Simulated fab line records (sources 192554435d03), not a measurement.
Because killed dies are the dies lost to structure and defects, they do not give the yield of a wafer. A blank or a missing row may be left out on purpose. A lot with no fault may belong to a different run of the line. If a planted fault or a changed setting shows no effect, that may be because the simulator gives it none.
Matching of chambers / flow n5Finfet / rieDiel-01 running N5_BEOL_M9_STRIP_19: 4 sister chambers
The step strips in O2. 16 wafers are shown with their chamber, then 8 later ones without.

WAFERS, EACH WITH ITS CHAMBER
wafer=L074.2; chamber=2; throttleValvePct (%)=16.89; drypumpMotorCurrentA (A)=5.67; showerheadPlenumPTorr (Torr)=2.15
wafer=L074.3; chamber=0; throttleValvePct (%)=16.30; drypumpMotorCurrentA (A)=5.66; showerheadPlenumPTorr (Torr)=2.05
wafer=L074.5; chamber=1; throttleValvePct (%)=16.52; drypumpMotorCurrentA (A)=6.11; showerheadPlenumPTorr (Torr)=2.10
wafer=L083.1; chamber=1; throttleValvePct (%)=16.56; drypumpMotorCurrentA (A)=6.11; showerheadPlenumPTorr (Torr)=2.09
wafer=L083.2; chamber=0; throttleValvePct (%)=16.34; drypumpMotorCurrentA (A)=5.69; showerheadPlenumPTorr (Torr)=2.04
wafer=L083.5; chamber=1; throttleValvePct (%)=16.56; drypumpMotorCurrentA (A)=6.10; showerheadPlenumPTorr (Torr)=2.09
wafer=L080.1; chamber=1; throttleValvePct (%)=16.56; drypumpMotorCurrentA (A)=6.14; showerheadPlenumPTorr (Torr)=2.09
wafer=L080.3; chamber=3; throttleValvePct (%)=16.14; drypumpMotorCurrentA (A)=5.85; showerheadPlenumPTorr (Torr)=2.11
wafer=L080.4; chamber=2; throttleValvePct (%)=16.94; drypumpMotorCurrentA (A)=5.66; showerheadPlenumPTorr (Torr)=2.15
wafer=L079.1; chamber=2; throttleValvePct (%)=16.95; drypumpMotorCurrentA (A)=5.66; showerheadPlenumPTorr (Torr)=2.14
wafer=L079.2; chamber=0; throttleValvePct (%)=16.35; drypumpMotorCurrentA (A)=5.64; showerheadPlenumPTorr (Torr)=2.04
wafer=L079.3; chamber=3; throttleValvePct (%)=16.14; drypumpMotorCurrentA (A)=5.83; showerheadPlenumPTorr (Torr)=2.10
wafer=L082.1; chamber=2; throttleValvePct (%)=16.95; drypumpMotorCurrentA (A)=5.68; showerheadPlenumPTorr (Torr)=2.14
wafer=L082.2; chamber=3; throttleValvePct (%)=16.15; drypumpMotorCurrentA (A)=5.84; showerheadPlenumPTorr (Torr)=2.10
wafer=L082.5; chamber=0; throttleValvePct (%)=16.36; drypumpMotorCurrentA (A)=5.69; showerheadPlenumPTorr (Torr)=2.04
wafer=L086.1; chamber=3; throttleValvePct (%)=16.17; drypumpMotorCurrentA (A)=5.87; showerheadPlenumPTorr (Torr)=2.10

SIGNATURES, as means of the wafers listed above
reading=throttleValvePct; chamber 0=16.3375; chamber 1=16.5500; chamber 2=16.9325; chamber 3=16.1500; scatter within a chamber=0.023
reading=drypumpMotorCurrentA; chamber 0=5.6700; chamber 1=6.1150; chamber 2=5.6675; chamber 3=5.8475; scatter within a chamber=0.0179
reading=showerheadPlenumPTorr; chamber 0=2.0425; chamber 1=2.0925; chamber 2=2.1450; chamber 3=2.1025; scatter within a chamber=0.0052
Rule: for each reading, subtract the chamber's mean from the wafer's reading, divide by that reading's scatter and square the result; add these up over the readings and take the root, which gives the wafer's distance from the chamber. The wafer belongs to the nearest chamber; if the next one is less than 2 further off, it can't be placed. How the scatter is found: for the shown wafers, subtract from each reading the mean of its chamber, square and add these, divide the total by (wafers less chambers), then take the root.

WAFERS WHOSE CHAMBER IS MISSING
wafer=L086.2; throttleValvePct (%)=16.57; drypumpMotorCurrentA (A)=6.12; showerheadPlenumPTorr (Torr)=2.09
wafer=L086.4; throttleValvePct (%)=16.59; drypumpMotorCurrentA (A)=6.12; showerheadPlenumPTorr (Torr)=2.09
wafer=L087.4; throttleValvePct (%)=16.16; drypumpMotorCurrentA (A)=5.84; showerheadPlenumPTorr (Torr)=2.10
wafer=L087.5; throttleValvePct (%)=16.37; drypumpMotorCurrentA (A)=5.69; showerheadPlenumPTorr (Torr)=2.04
wafer=L087.6; throttleValvePct (%)=16.59; drypumpMotorCurrentA (A)=6.14; showerheadPlenumPTorr (Torr)=2.09
wafer=L097.1; throttleValvePct (%)=16.62; drypumpMotorCurrentA (A)=6.12; showerheadPlenumPTorr (Torr)=2.08
wafer=L097.3; throttleValvePct (%)=16.53; drypumpMotorCurrentA (A)=5.66; showerheadPlenumPTorr (Torr)=2.14
wafer=L097.5; throttleValvePct (%)=16.61; drypumpMotorCurrentA (A)=6.12; showerheadPlenumPTorr (Torr)=2.08

THE CHAMBER EACH PASSED THROUGH
wafer=L086.2; from the rows above=1; in truth=1
wafer=L086.4; from the rows above=1; in truth=1
wafer=L087.4; from the rows above=3; in truth=3
wafer=L087.5; from the rows above=0; in truth=0
wafer=L087.6; from the rows above=1; in truth=1
wafer=L097.1; from the rows above=1; in truth=1
wafer=L097.3; from the rows above=2; in truth=2
wafer=L097.5; from the rows above=1; in truth=1
Correct placement for 8 of the 8. Can't be placed from these rows: 0. Placed wrongly: 0.
